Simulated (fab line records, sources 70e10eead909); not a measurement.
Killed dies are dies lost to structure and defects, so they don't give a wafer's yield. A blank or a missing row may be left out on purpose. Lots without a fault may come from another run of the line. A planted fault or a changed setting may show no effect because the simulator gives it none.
Chamber matching | flow nand_harc | NHARC_A_CONTACT_CMP_20 on cmp-03: 4 sister chambers
The step polishes, t overpolish 30 s, target thk 300 nm. 4 wafers are shown with their chamber, then 8 later ones without.

WAFERS WITH THEIR CHAMBER
wafer  | chamber | motor_current_A (A)
L081.3 | 0       | 12.4
L083.2 | 3       | 12.8
L083.4 | 1       | 11.1
L091.2 | 2       | 13.1

WAFERS WITHOUT THEIR CHAMBER
wafer  | motor_current_A (A)
L091.4 | 10.9
L091.5 | 10.7
L093.2 | 11.1
L093.4 | 12.0
L093.6 | 11.0
L097.1 | 10.9
L097.2 | 12.1
L097.3 | 12.8

WHICH CHAMBER EACH WENT THROUGH
wafer  | from the rows above          | in truth
L091.4 | 1                            | 1
L091.5 | 1                            | 1
L093.2 | 1                            | 1
L093.4 | can't be placed: 0 or 3 or 1 | 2
L093.6 | 1                            | 1
L097.1 | 1                            | 1
L097.2 | can't be placed: 0 or 3      | 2
L097.3 | can't be placed: 3 or 2 or 0 | 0
Placed correctly: 5 of 8. Can't be placed from these rows: 3 (the true chamber is among the candidates in 1). Placed wrongly: 0.
How it was worked out, from the rows above alone: a wafer's distance from a chamber is the root of the sum, over the readings, of the square of ((its reading less the chamber's mean) divided by the reading's scatter). The wafer belongs to the nearest chamber; if the next one is less than 2 further off, it can't be placed. A chamber's mean is the mean of its shown wafers. The scatter: with one shown wafer a chamber, the root of the mean of the squares of how far each hidden wafer lies from its nearest shown one.
